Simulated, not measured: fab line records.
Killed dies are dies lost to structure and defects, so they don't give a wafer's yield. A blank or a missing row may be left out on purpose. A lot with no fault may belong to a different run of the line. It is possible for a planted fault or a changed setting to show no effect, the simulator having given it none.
fab line records | flow n5-finfet
[record] lots = 7 wafers = 21
route steps=1938 shown ZERO_LAYER@4 PMOS_HMC_CHANNEL_EPI@58 FIN_SAQP@96 DUMMY_GATE@237
start-h: the number of hours between the record's first day and the start of the first shown wafer of the lot | wait-h: how many hours have passed since the lot's step before this one | " identical to the entry in the row above | L1.1+2: a single row standing in for several wafers | - no value present, or no start provided | * or withheld: withheld | < > ~ a bound
route shown NAME@n: a module of which the file shows steps, and the number in the route of the first | usual: mean and standard deviation over wafers with no fault | same: alike in all rows | chamber/n: place in a boat | sites: the reading at each site | _std_site: the standard deviation of these | _edge_site: mean of outer sites minus mean of inner sites | radius-mm: how far each site lies from the wafer's centre | mask NAME#n: copy n | behind: the last tool/chamber to shape the wafer | hold: cause of the lot's hold/its duration in hours/its outcome | device: whichever transistor did not switch (one of n, p or np) | end of line: the same wafers' tests at the end of the route | a step with no rows: only its recipe | killed: at the first sort, the dies lost to defects and structure; wafer yield is something else | map: a wafer's dies, x killed, . not, _ none there
set.NAME: the setting that was run; set.NAME@STEP: the one run at that earlier step | model.NAME: the simulator's own value behind a step, which no gauge read
lots whose settings were changed on purpose; a table a step, a row a wafer
[[steps]]
[step N5_ZERO_LAYER_PECVD_02]
[recipe] material = SiO2 target-thk-a = 100 temp-c = 400 precursor = SiH4/N2O pressure-torr = 0.75 rf-w = 275 time-s = 6
// columns lot.wafer tool chamber start-h wait-h set.time-s model.SiO2_of_ZERO_LAYER_PECVD_02.thk-nm
L075.3 pecvd-04 1 18.28 0.0 6 9.88
L075.4 " 1 " " 6.258 10.36
L075.5 " 0 " " 6.258 10.48
L077.2+3 pecvd-01 2,1 30.28 0.0 6 10.19
L077.4 " 1 " " 6 10.23
L080.1 pecvd-01 1 48.28 0.0 6 9.9
L080.3 " 2 " " 6 9.982
L080.5 " 2 " " 6 10.04
L081.2 pecvd-01 1 54.28 0.0 6 10.03
L081.5 " 2 " " 6 10.16
L081.6 " 0 " " 6 10.09
L085.2 pecvd-04 0 78.28 0.0 5.183 8.338
L085.4 " 1 " " 6 9.951
L085.6 " 0 " " 6 9.824
L088.1 pecvd-01 0 96.28 0.0 5.546 9.193
L088.5 " 1 " " 6 10.32
L088.6 " 0 " " 5.546 9.405
L095.1 pecvd-03 1 138.29 0.0 6 9.814
L095.3 " 0 " " 6 9.87
L095.6 " 0 " " 6.857 11.72
[step N5_PMOS_HMC_CHANNEL_EPI_COAT_31]
[recipe] resist = BARC temp-c = 205 time-s = 60 spin-rpm = 1500 resist-thk-nm = 66
// columns lot.wafer tool chamber start-h wait-h set.spin-rpm model.BARC_of_PMOS_HMC_CHANNEL_EPI_COAT_31.thk-nm
L075.3 litho-track-01 0 23.31 0.0 1391 68.86
L075.4 " 0 " " 1500 66.2
L075.5 " 0 " " 1391 68.69
L077.2 litho-track-01 0 36.76 0.0 1596 64
L077.3 " 0 " " 1500 66.3
L077.4 " 0 " " 1500 66
L080.1 litho-track-04 0 52.81 0.0 1500 66.1
L080.3 " 0 " " 1500 66.19
L080.5 " 0 " " 1500 66.16
L081.2 litho-track-04 0 59.26 0.1 1457 67.04
L081.5 " 0 " " 1457 66.97
L081.6 " 0 " " 1500 66.05
L085.2 litho-track-05 0 83.62 0.0 1500 66.34
L085.4 " 0 " " 1500 66.2
L085.6 " 0 " " 1500 66.35
L088.1 litho-track-01 0 101.28 0.0 1500 66.22
L088.5 " 0 " " 1500 66.33
L088.6 " 0 " " 1500 66.24
L095.1 litho-track-01 0 143.00 0.0 1500 66.05
L095.3 " 0 " " 1500 66.13
L095.6 " 0 " " 1437 67.49
[step N5_PMOS_HMC_CHANNEL_EPI_COAT_03]
[recipe] resist = CAR-ArF-block spin-rpm = 1500 resist-thk-nm = 205
// columns lot.wafer tool chamber start-h wait-h set.spin-rpm model.CAR-ArF-block_of_PMOS_HMC_CHANNEL_EPI_COAT_03.thk-nm
L075.3 litho-track-01 0 - - 1500 204.4
L075.4 " 0 " " 1405 212.2
L075.5 " 0 " " 1500 204.8
L077.2 litho-track-01 0 - - 1500 205.1
L077.3 " 0 " " 1500 205.3
L077.4 " 0 " " 1500 206.1
L080.1 litho-track-04 0 - - 1500 204.9
L080.3 " 0 " " 1500 205.2
L080.5 " 0 " " 1500 204.6
L081.2 litho-track-04 0 - - 1633 196.9
L081.5 " 0 " " 1500 205.7
L081.6 " 0 " " 1633 196.8
L085.2 litho-track-05 0 - - 1408 210.7
L085.4 " 0 " " 1500 204.2
L085.6 " 0 " " 1500 204.1
L088.1 litho-track-01 0 - - 1500 205.3
L088.5 " 0 " " 1500 206
L088.6 " 0 " " 1500 205.2
L095.1 litho-track-01 0 - - 1500 206.2
L095.3 " 0 " " 1393 213.4
L095.6 " 0 " " 1393 213.8
[step N5_PMOS_HMC_CHANNEL_EPI_EBR_05]
[recipe] solvent = PGMEA ebr-width-mm = 1.5
[step N5_PMOS_HMC_CHANNEL_EPI_SOFTBAKE_04]
[recipe] temp-c = 110 time-s = 60 resist = CAR-ArF-block
[step N5_PMOS_HMC_CHANNEL_EPI_DESCUM_14]
[recipe] chemistry = O2 time-s = 7.9 source-power-w = 50 bias-power-w = 20 pressure-mtorr = 20 rf-frequency-hz = 2.712e+07 temp-c = 40 resist = CAR-ArF-block o2-flow-sccm = 225
[step N5_PMOS_HMC_CHANNEL_EPI_ETCH_32]
[recipe] chemistry = N2/H2 target = BARC stop-on = SiO2 target-depth-a = 858 over-etch-frac = 0.3 time-s = 50.3 ion-energy-ev = 200 mask-material = CAR-ArF-block pressure-mtorr = 30 source-w = 840 bias-w = 150 n2-flow-sccm = 200 h2-flow-sccm = 200
// columns lot.wafer tool chamber start-h wait-h set.spin-rpm@PMOS_HMC_CHANNEL_EPI_COAT_31 set.spin-rpm@PMOS_HMC_CHANNEL_EPI_COAT_03 model.CAR-ArF-block_of_PMOS_HMC_CHANNEL_EPI_COAT_03.thk-nm model.etch.depth-nm
L075.3 rie-diel-06 1 23.81 0.0 1391 1500 131.4 68.86
L075.4 " 2 " " 1500 1405 140.2 66.2
L075.5 " 0 " " 1391 1500 131.2 68.69
L077.2 rie-diel-06 2 37.60 0.0 1596 1500 133.1 64
L077.3 " 0 " " 1500 1500 131.5 66.3
L077.4 " 2 " " 1500 1500 134 66
L080.1 rie-diel-01 0 53.28 0.0 1500 1500 132.5 66.1
L080.3 " 3 " " 1500 1500 131.8 66.19
L080.5 " 0 " " 1500 1500 132.4 66.16
L081.2 rie-diel-05 1 59.73 0.0 1457 1633 124.2 67.04
L081.5 " 2 " " 1457 1500 134.8 66.97
L081.6 " 3 " " 1500 1633 123.5 66.05
L085.2 rie-diel-01 2 84.09 0.0 1500 1408 139 66.34
L085.4 " 0 " " 1500 1500 132 66.2
L085.6 " 3 " " 1500 1500 131.9 66.35
L088.1 rie-diel-01 0 101.79 0.0 1500 1500 133.3 66.22
L088.5 " 1 " " 1500 1500 134.2 66.33
L088.6 " 0 " " 1500 1500 133.4 66.24
L095.1 rie-diel-05 1 143.34 0.0 1500 1500 133.6 66.05
L095.3 " 2 " " 1500 1393 142.5 66.13
L095.6 " 0 " " 1437 1393 142 67.49
[step N5_PMOS_HMC_CHANNEL_EPI_HM_OPEN_15]
[recipe] chemistry = CHF3/O2 target = SiO2 mask-material = CAR-ArF-block target-depth-a = 406 CHF3_flow_sccm = 50 O2_flow_sccm = 5 Ar_flow_sccm = 200 time-s = 20.3 pressure-mtorr = 30 source-w = 650 bias-w = 170 ion-energy-ev = 200
// columns lot.wafer tool chamber start-h wait-h set.spin-rpm@PMOS_HMC_CHANNEL_EPI_COAT_03 model.CAR-ArF-block_of_PMOS_HMC_CHANNEL_EPI_COAT_03.thk-nm
L075.3 rie-diel-06 1 23.85 0.0 1500 91.09
L075.4 " 2 " " 1405 100.3
L075.5 " 0 " " 1500 89.51
L077.2 rie-diel-06 2 37.64 0.0 1500 93.21
L077.3 " 0 " " 1500 90.02
L077.4 " 2 " " 1500 94.01
L080.1 rie-diel-01 0 53.32 0.0 1500 92.17
L080.3 " 3 " " 1500 91.68
L080.5 " 0 " " 1500 92.06
L081.2 rie-diel-05 1 59.78 0.0 1633 83.27
L081.5 " 2 " " 1500 95.05
L081.6 " 3 " " 1633 82.68
L085.2 rie-diel-01 2 84.13 0.0 1408 98.98
L085.4 " 0 " " 1500 91.97
L085.6 " 3 " " 1500 91.91
L088.1 rie-diel-01 0 101.83 0.0 1500 93.3
L088.5 " 1 " " 1500 94.24
L088.6 " 0 " " 1500 93.34
L095.1 rie-diel-05 1 143.39 0.0 1500 93.52
L095.3 " 2 " " 1393 103.6
L095.6 " 0 " " 1393 101.4
[step N5_FIN_SAQP_HM_DEP_03]
[recipe] material = SiNx target-thk-a = 380 temp-c = 400 precursor = SiH4/NH3/N2 pressure-torr = 1.5 rf-w = 300 time-s = 33.6
// columns lot.wafer tool chamber start-h wait-h set.time-s model.SiNx_of_FIN_SAQP_HM_DEP_03.thk-nm
L075.3 pecvd-04 0 27.29 0.1 32.32 36.42
L075.4 " 1 " " 33.6 38.66
L075.5 " 2 " " 33.6 38.62
L077.2 pecvd-04 2 41.00 0.2 33.6 38.06
L077.3 " 1 " " 33.6 38.14
L077.4 " 0 " " 37.44 42.54
L080.1 pecvd-02 0 56.55 0.2 33.6 37.77
L080.3 " 1 " " 33.6 38.43
L080.5 " 0 " " 33.6 38.49
L081.2 pecvd-04 0 63.16 0.2 33.6 37.41
L081.5 " 1 " " 33.6 38
L081.6 " 2 " " 33.6 37.56
L085.2 pecvd-04 2 88.63 0.2 33.6 37.43
L085.4 " 2 " " 33.6 38.5
L085.6 " 0 " " 30.51 34.51
L088.1 pecvd-02 0 105.18 0.2 33.6 38.1
L088.5 " 2 " " 32.03 36.69
L088.6 " 0 " " 32.03 36.77
L095.1 pecvd-04 0 147.61 0.2 33.6 37.7
L095.3 " 2 " " 33.6 37.71
L095.6 " 1 " " 33.6 38.64
[step N5_FIN_SAQP_THK_MEAS_05]
[usual] thk-nm = 38.1/0.42
// columns lot.wafer tool chamber start-h wait-h set.time-s@FIN_SAQP_HM_DEP_03 thk-nm
L075.3 film-metro-02 - 27.37 0.1 32.32 36.4
L075.4 " - " " 33.6 38.6
L075.5 " - " " 33.6 38.6
L077.2 film-metro-01 - 41.09 0.1 33.6 38.1
L077.3 " - " " 33.6 38.1
L077.4 " - " " 37.44 42.6
L080.1 film-metro-02 - 56.67 0.1 33.6 37.8
L080.3 " - " " 33.6 38.4
L080.5 " - " " 33.6 38.4
L081.2 film-metro-02 - 63.24 0.1 33.6 37.4
L081.5 " - " " 33.6 38.0
L081.6 " - " " 33.6 37.5
L085.2 film-metro-01 - 88.72 0.1 33.6 37.5
L085.4 " - " " 33.6 38.5
L085.6 " - " " 30.51 34.5
L088.1 film-metro-02 - 105.27 0.1 33.6 38.1
L088.5 " - " " 32.03 36.7
L088.6 " - " " 32.03 36.8
L095.1 film-metro-01 - 147.70 0.1 33.6 37.7
L095.3 " - " " 33.6 37.6
L095.6 " - " " 33.6 38.7
[step N5_FIN_SAQP_EXPOSE_13]
[recipe] mask-id = FIN_CORE na = 1.35 source-shape = dipole sigma-inner = 0.538 sigma-outer = 0.738 polarization = te target-cd-nm = 35.6 dose-mj = 63.25
// columns lot.wafer tool chamber start-h wait-h mask set.dose-mj
L075.3+4 arfi-scanner-01 0 27.95 - FIN_CORE#0 63.25
L075.5 " 0 " " FIN_CORE#0 65.61
L077.2+4 arfi-scanner-02 0 41.66 - FIN_CORE#0 63.25
L077.3 " 0 " " FIN_CORE#0 65.04
L080.1+3+5 arfi-scanner-03 0 57.30 - FIN_CORE#0 63.25
L081.2+5 arfi-scanner-01 0 63.84 - FIN_CORE#0 61.83
L081.6 " 0 " " FIN_CORE#0 63.25
L085.2+4 arfi-scanner-03 0 89.32 - FIN_CORE#0 67.52
L085.6 " 0 " " FIN_CORE#0 63.25
L088.1 arfi-scanner-01 0 105.83 - FIN_CORE#0 61.38
L088.5+6 " 0 " " FIN_CORE#0 63.25
L095.1 arfi-scanner-01 0 148.27 - FIN_CORE#0 63.25
L095.3+6 " 0 " " FIN_CORE#0 67.69
[step N5_FIN_SAQP_PEB_14]
[recipe] peb-temp-c = withheld peb-time-s = 60 resist = CAR-ArF
[step N5_FIN_SAQP_DEVELOP_15]
[recipe] develop-time-s = 30 developer = TMAH resist = CAR-ArF dev-temp-c = 23 rinse-liquid = diw dry = air-spin
[step N5_FIN_SAQP_CD_MEAS_16]
[recipe] target-cd-nm = 35.6 landing-energy-ev = 500 detector = se-inlens
[usual] cd-nm = 35.57/0.29
// columns lot.wafer tool chamber start-h wait-h set.dose-mj@FIN_SAQP_EXPOSE_13 cd-nm
L075.3 cd-sem-02 0 28.07 - 63.25 35.68
L075.4 " 0 " " 63.25 35.59
L075.5 " 0 " " 65.61 34.87
L077.2 cd-sem-02 0 41.78 - 63.25 35.33
L077.3 " 0 " " 65.04 34.52
L077.4 " 0 " " 63.25 35.87
L080.1 cd-sem-02 0 57.43 - 63.25 35.64
L080.3 " 0 " " 63.25 35.15
L080.5 " 0 " " 63.25 35.11
L081.2 cd-sem-02 0 63.96 - 61.83 35.96
L081.5 " 0 " " 61.83 36.16
L081.6 " 0 " " 63.25 35.75
L085.2 cd-sem-02 0 89.44 - 67.52 33.58
L085.4 " 0 " " 67.52 34.02
L085.6 " 0 " " 63.25 35.62
L088.1 cd-sem-02 0 105.96 - 61.38 36.03
L088.5 " 0 " " 63.25 35.68
L088.6 " 0 " " 63.25 35.44
L095.1 cd-sem-03 0 148.40 - 63.25 35.25
L095.3 " 0 " " 67.69 33.61
L095.6 " 0 " " 67.69 33.63
[step N5_FIN_SAQP_COAT_68]
[recipe] resist = SOC temp-c = 250 time-s = 60 spin-rpm = 1500 resist-thk-nm = 100
// columns lot.wafer tool chamber start-h wait-h set.spin-rpm model.SOC_of_FIN_SAQP_COAT_68.thk-nm
L075.3 litho-track-02 0 31.04 0.2 1422 102.4
L075.4 " 0 " " 1500 99.6
L075.5 " 0 " " 1500 99.8
L077.2+3 litho-track-01 0 44.85 0.3 1443 102.6
L077.4 " 0 " " 1443 102.4
L080.1 litho-track-02 0 61.68 0.3 1500 100
L080.3 " 0 " " 1500 99.8
L080.5 " 0 " " 1500 99.6
L081.2 litho-track-03 0 66.86 0.3 1500 100.2
L081.5 " 0 " " 1556 98.4
L081.6 " 0 " " 1500 100.6
L085.2 litho-track-01 0 93.17 0.3 1360 105.4
L085.4 " 0 " " 1360 105.8
L085.6 " 0 " " 1500 100.8
L088.1 litho-track-01 0 110.57 0.3 1356 105.6
L088.5 " 0 " " 1356 105.4
L088.6 " 0 " " 1500 100.2
L095.1 litho-track-01 0 151.44 0.3 1500 100.4
L095.3 " 0 " " 1446 102.2
L095.6 " 0 " " 1446 102.4
[step N5_FIN_SAQP_ETCH_69]
[recipe] chemistry = N2/H2 target = SOC target-depth-a = 1500 stop-on = SiNx ion-energy-ev = 100 bias-w = 61 pressure-mtorr = 30 source-w = 850 n2-flow-sccm = 200 h2-flow-sccm = 200
// columns lot.wafer tool chamber start-h wait-h set.target-depth-a model.etch.depth-nm
L075.3+4+5 rie-diel-04 1,3,2 31.10 - 1500 55
L077.2 rie-diel-03 1 44.91 - 1416 51.05
L077.3 " 3 " " 1500 55
L077.4 " 0 " " 1416 52.56
L080.1 rie-diel-04 3 61.87 - 1500 55
L080.3 " 0 " " 1500 53.22
L080.5 " 1 " " 1500 54.88
L081.2 rie-diel-04 2 66.92 - 1386 51.83
L081.5 " 0 " " 1500 53.36
L081.6 " 3 " " 1500 55
L085.2 rie-diel-02 2 93.23 - 1345 48.65
L085.4 " 3 " " 1500 54.85
L085.6 " 0 " " 1345 49.54
L088.1 rie-diel-03 0 110.65 - 1347 49.8
L088.5 " 2 " " 1500 54.56
L088.6 " 0 " " 1500 55
L095.1+6 rie-diel-04 3 151.51 - 1500 55
L095.3 " 1 " " 1500 54.62
[step N5_FIN_SAQP_ETCH_67]
[recipe] chemistry = CH3F/O2 target = SiNx target-depth-a = 300 mask-material = SOC pressure-mtorr = 30 source-w = 395 bias-w = 73 Ar_flow_sccm = 150 CH3F_flow_sccm = 30 O2_flow_sccm = 20 ion-energy-ev = 120
[step N5_FIN_SAQP_STRIP_70]
[recipe] chemistry = N2/H2 power-w = 500 temp-c = 40 pressure-mtorr = 50 rf-frequency-hz = 6e+07 overash-fraction = 0.3 bias-power-w = 28 h2-frac = 0.5 n2-flow-sccm = 300 h2-flow-sccm = 300
[step N5_FIN_SAQP_MANDREL2_REMOVE_60]
[recipe] chemistry = HBr/Cl2/O2 bt-time-s = 10 target = a-Si stop-on = SiNx endpoint = OES-SiCl over-etch-frac = 1 icp-w = 600 bias-w = 22 HBr_flow_sccm = 150 Cl2_flow_sccm = 80 O2_flow_sccm = 5 pressure-mtorr = 10
[step N5_FIN_SAQP_HM_OPEN_33]
[recipe] chemistry = CH3F/O2 target = SiNx mask-material = SiO2 target-depth-a = 494 time-s = 70.6 pressure-mtorr = 30 source-w = 395 bias-w = 73 Ar_flow_sccm = 150 CH3F_flow_sccm = 30 O2_flow_sccm = 20 ion-energy-ev = 120 ends = cleared
[usual] etch-rf-on-time-s = 69.5/1.2
// columns lot.wafer tool chamber start-h wait-h set.time-s@FIN_SAQP_HM_DEP_03 etch-rf-on-time-s model.etch.depth-nm
L075.3 rie-diel-02 3 33.02 0.0 32.32 65.6 35.8
L075.4 " 2 " " 33.6 71.0 38.03
L075.5 " 1 " " 33.6 70.1 38
L077.2 rie-diel-04 2 48.12 0.0 33.6 68.0 37.44
L077.3 " 1 " " 33.6 69.5 37.41
L077.4 " 0 " " 37.44 80.0 41.92
L080.1 rie-diel-03 2 62.97 0.0 33.6 69.2 37.11
L080.3 " 0 " " 33.6 69.3 37.76
L080.5 " 2 " " 33.6 70.3 37.83
L081.2 rie-diel-04 2 68.12 0.3 33.6 66.7 36.79
L081.5 " 3 " " 33.6 68.7 37.37
L081.6 " 0 " " 33.6 69.4 36.93
L085.2 rie-diel-02 3 94.91 0.0 33.6 69.5 36.77
L085.4 " 2 " " 33.6 71.2 37.87
L085.6 " 1 " " 30.51 62.6 33.85
L088.1 rie-diel-03 2 111.65 0.1 33.6 70.2 37.47
L088.5 " 0 " " 32.03 66.8 36.07
L088.6 " 2 " " 32.03 67.1 36.11
L095.1 rie-diel-03 2 152.38 0.0 33.6 69.3 37.07
L095.3 " 0 " " 33.6 67.6 37.04
L095.6 " 3 " " 33.6 69.7 37.98
[step N5_FIN_SAQP_ETCH_34]
[recipe] chemistry = C4F6/O2 target = SiO2 target-depth-a = 450 time-s = 15 ion-energy-ev = 250 pressure-mtorr = 30 source-w = 345 bias-w = 185 Ar_flow_sccm = 300 C4F6_flow_sccm = 10 O2_flow_sccm = 10 ends = cleared
[step N5_FIN_SAQP_STRIP_77]
[recipe] chemistry = N2/H2 time-s = 90 power-w = 100 temp-c = 40 pressure-mtorr = 100 rf-frequency-hz = 6e+07 bias-power-w = 3 n2-flow-sccm = 300 h2-flow-sccm = 300
[step N5_FIN_SAQP_ETCH_64]
[recipe] chemistry = CF4 target = SiO2 target-depth-a = 15 ion-energy-ev = 350 pressure-mtorr = 10 icp-w = 800 bias-w = 400 cf4-flow-sccm = 80
// columns lot.wafer tool chamber start-h wait-h set.time-s@FIN_SAQP_HM_DEP_03 model.SiNx_of_FIN_SAQP_HM_DEP_03.thk-nm
L075.3 rie-si-05 0 33.29 0.0 32.32 31
L075.4+5 " 2,0 " " 33.6 33.2
L077.2+3 rie-si-05 2,0 48.39 0.0 33.6 32.6
L077.4 " 1 " " 37.44 37.2
L080.1 rie-si-01 3 63.24 0.0 33.6 32.4
L080.3+5 " 1,0 " " 33.6 33
L081.2 rie-si-05 2 68.38 0.0 33.6 32
L081.5 " 3 " " 33.6 32.6
L081.6 " 2 " " 33.6 32.2
L085.2 rie-si-01 2 95.18 0.0 33.6 32
L085.4 " 3 " " 33.6 33.2
L085.6 " 1 " " 30.51 29
L088.1 rie-si-03 0 112.00 0.0 33.6 32.6
L088.5+6 " 2,3 " " 32.03 31.4
L095.1 rie-si-05 2 152.65 0.0 33.6 32.4
L095.3 " 1 " " 33.6 32.2
L095.6 " 2 " " 33.6 33.2
[step N5_DUMMY_GATE_ETCH_37]
[recipe] chemistry = N2/H2 target = SOC target-depth-a = 600 overetch-a = 300 temp-c = 40 ion-energy-ev = 200 pressure-mtorr = 30 source-w = 840 bias-w = 150 n2-flow-sccm = 200 h2-flow-sccm = 200
[usual] rf-vpp-V = 523.0/2.6
// columns lot.wafer tool chamber start-h wait-h set.source-w rf-vpp-V model.SiARC_of_DUMMY_GATE_COAT_35.thk-nm
L075.3 rie-diel-05 2 53.52 0.0 935.1 503.1 4.8
L075.4 " 3 " " 935.1 503.1 4.6
L075.5 " 1 " " 935.1 508.4 4.6
L077.2 rie-diel-06 2 68.93 0.0 840 523.0 5
L077.3 " 0 " " 840 522.4 5
L077.4 " 3 " " 840 523.0 5
L080.1 rie-diel-06 2 83.43 0.0 840 522.2 5
L080.3 " 2 " " 840 522.4 5
L080.5 " 0 " " 840 520.8 5
L081.2 rie-diel-06 2 88.59 0.0 935.4 504.6 4.6
L081.5 " 3 " " 840 522.8 5
L081.6 " 2 " " 935.4 503.2 4.6
L085.2 rie-diel-05 1 117.56 0.0 840 526.3 5
L085.4 " 0 " " 840 521.8 5
L085.6 " 2 " " 840 520.8 5.2
L088.1 rie-diel-05 1 136.98 0.0 963.5 504.2 4.6
L088.5 " 3 " " 963.5 496.3 4.6
L088.6 " 2 " " 840 520.2 5.2
L095.1 rie-diel-06 1 174.74 0.0 840 527.9 5
L095.3 " 2 " " 840 522.2 5
L095.6 " 3 " " 962.7 498.4 4.4
[step N5_DUMMY_GATE_ETCH_31]
[recipe] chemistry = C4F6/O2 target = SiO2 mask-material = SOC target-depth-a = 825 time-s = 27.5 ion-energy-ev = 250 pressure-mtorr = 30 source-w = 345 bias-w = 185 Ar_flow_sccm = 300 C4F6_flow_sccm = 10 O2_flow_sccm = 10
// columns lot.wafer tool chamber start-h wait-h set.target-depth-a model.etch.depth-nm model.SOC_of_DUMMY_GATE_COAT_34.thk-nm
L075.3 rie-diel-05 2 53.79 0.0 825 81.26 51.4
L075.4 " 0 " " 825 82.28 51.4
L075.5 " 2 " " 757.8 74.99 52.2
L077.2 rie-diel-05 3 69.32 0.0 727.6 72.5 53.2
L077.3 " 1 " " 727.6 73.17 53
L077.4 " 3 " " 825 82.14 52.2
L080.1 rie-diel-06 2 83.74 0.0 825 82.23 52.2
L080.3 " 0 " " 825 85.16 51.6
L080.5 " 2 " " 825 82.13 52
L081.2 rie-diel-06 2 88.87 0.0 773.7 76.16 53
L081.5 " 2 " " 825 81.67 52.4
L081.6 " 0 " " 773.7 77.64 52.6
L085.2 rie-diel-01 1 117.84 0.0 862.8 85.56 51.6
L085.4 " 3 " " 825 82.65 52
L085.6 " 0 " " 825 82.17 51.8
L088.1 rie-diel-01 0 137.25 0.0 916.8 92.18 51.4
L088.5 " 3 " " 916.8 91.57 51.4
L088.6 " 2 " " 916.8 91.22 51.4
L095.1 rie-diel-06 3 175.23 0.1 825 83.48 51.6
L095.3 " 1 " " 774.5 78.56 52.2
L095.6 " 0 " " 825 83.78 51.6
[[key]]
[split] step = N5_ZERO_LAYER_PECVD_02 setting = time-s stated = 6 by = wafer
[response] step = N5_ZERO_LAYER_PECVD_02 reading = model.SiO2_of_ZERO_LAYER_PECVD_02.thk-nm change = +0.124 per = 1% r = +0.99
[split] step = N5_PMOS_HMC_CHANNEL_EPI_COAT_31 setting = spin-rpm stated = 1500 by = wafer
[response] step = N5_PMOS_HMC_CHANNEL_EPI_COAT_31 reading = model.BARC_of_PMOS_HMC_CHANNEL_EPI_COAT_31.thk-nm change = -0.344 per = 1% r = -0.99
[response] step = N5_PMOS_HMC_CHANNEL_EPI_ETCH_32 reading = model.etch.depth-nm change = -0.344 per = 1% r = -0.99
[split] step = N5_PMOS_HMC_CHANNEL_EPI_COAT_03 setting = spin-rpm stated = 1500 by = wafer
[response] step = N5_PMOS_HMC_CHANNEL_EPI_COAT_03 reading = model.CAR-ArF-block_of_PMOS_HMC_CHANNEL_EPI_COAT_03.thk-nm change = -1.06 per = 1% r = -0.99
[response] step = N5_PMOS_HMC_CHANNEL_EPI_ETCH_32 reading = model.CAR-ArF-block_of_PMOS_HMC_CHANNEL_EPI_COAT_03.thk-nm change = -1.25 per = 1% r = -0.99
[response] step = N5_PMOS_HMC_CHANNEL_EPI_HM_OPEN_15 reading = model.CAR-ArF-block_of_PMOS_HMC_CHANNEL_EPI_COAT_03.thk-nm change = -1.34 per = 1% r = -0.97
[split] step = N5_FIN_SAQP_HM_DEP_03 setting = time-s stated = 33.6 by = wafer
[response] step = N5_FIN_SAQP_HM_DEP_03 reading = model.SiNx_of_FIN_SAQP_HM_DEP_03.thk-nm change = +0.387 per = 1% r = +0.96
[response] step = N5_FIN_SAQP_THK_MEAS_05 reading = thk-nm change = * per = 1% r = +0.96
[response] step = N5_FIN_SAQP_HM_OPEN_33 reading = etch-rf-on-time-s change = * per = 1% r = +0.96
[response] step = N5_FIN_SAQP_HM_OPEN_33 reading = model.etch.depth-nm change = +0.39 per = 1% r = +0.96
[response] step = N5_FIN_SAQP_ETCH_64 reading = model.SiNx_of_FIN_SAQP_HM_DEP_03.thk-nm change = +0.396 per = 1% r = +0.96
[split] step = N5_FIN_SAQP_EXPOSE_13 setting = dose-mj stated = 63.25 by = wafer
[response] step = N5_FIN_SAQP_CD_MEAS_16 reading = cd-nm change = -0.243 per = 1% r = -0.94
[split] step = N5_FIN_SAQP_COAT_68 setting = spin-rpm stated = 1500 by = wafer
[response] step = N5_FIN_SAQP_COAT_68 reading = model.SOC_of_FIN_SAQP_COAT_68.thk-nm change = -0.532 per = 1% r = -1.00
[split] step = N5_FIN_SAQP_ETCH_69 setting = target-depth-a stated = 1500 by = wafer
[response] step = N5_FIN_SAQP_ETCH_69 reading = model.etch.depth-nm change = +0.487 per = 1% r = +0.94
[split] step = N5_DUMMY_GATE_ETCH_37 setting = source-w stated = 840 by = wafer
[response] step = N5_DUMMY_GATE_ETCH_37 reading = rf-vpp-V change = -1.6 per = 1% r = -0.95
[response] step = N5_DUMMY_GATE_ETCH_37 reading = model.SiARC_of_DUMMY_GATE_COAT_35.thk-nm change = -0.0396 per = 1% r = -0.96
[split] step = N5_DUMMY_GATE_ETCH_31 setting = target-depth-a stated = 825 by = wafer
[response] step = N5_DUMMY_GATE_ETCH_31 reading = model.etch.depth-nm change = +0.793 per = 1% r = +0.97
[response] step = N5_DUMMY_GATE_ETCH_31 reading = model.SOC_of_DUMMY_GATE_COAT_34.thk-nm change = -0.0815 per = 1% r = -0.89
